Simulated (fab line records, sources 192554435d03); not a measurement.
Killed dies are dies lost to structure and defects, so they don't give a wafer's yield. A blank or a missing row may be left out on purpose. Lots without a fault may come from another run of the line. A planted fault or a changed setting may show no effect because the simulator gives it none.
Chamber matching | flow n5_finfet | N5_MOL_CONTACT_COAG_CO_FILL_22 on cvd_co-02: 3 sister chambers
The step material Co, precursor CCTBA/H2, target thk 20 nm. 3 wafers are shown with their chamber, then 9 later ones without.

WAFERS WITH THEIR CHAMBER
wafer  | chamber | heater_power_outer_w (W)
L089.2 | 1       | 119
L091.2 | 2       | 124
L091.6 | 0       | 138

WAFERS WITHOUT THEIR CHAMBER
wafer  | heater_power_outer_w (W)
L094.1 | 123
L094.2 | 138
L094.4 | 135
L096.1 | 128
L096.2 | 122
L096.3 | 133
L097.1 | 122
L097.2 | 138
L097.6 | 124

WHICH CHAMBER EACH WENT THROUGH
wafer  | from the rows above     | in truth
L094.1 | can't be placed: 2 or 1 | 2
L094.2 | 0                       | 0
L094.4 | 0                       | 0
L096.1 | can't be placed: 2 or 1 | 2
L096.2 | can't be placed: 2 or 1 | 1
L096.3 | can't be placed: 0 or 2 | 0
L097.1 | can't be placed: 2 or 1 | 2
L097.2 | 0                       | 0
L097.6 | can't be placed: 2 or 1 | 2
Placed correctly: 3 of 9. Can't be placed from these rows: 6 (the true chamber is among the candidates in 6). Placed wrongly: 0.
How it was worked out, from the rows above alone: a wafer's distance from a chamber is the root of the sum, over the readings, of the square of ((its reading less the chamber's mean) divided by the reading's scatter). The wafer belongs to the nearest chamber; if the next one is less than 2 further off, it can't be placed. A chamber's mean is the mean of its shown wafers. The scatter: with one shown wafer a chamber, the root of the mean of the squares of how far each hidden wafer lies from its nearest shown one.
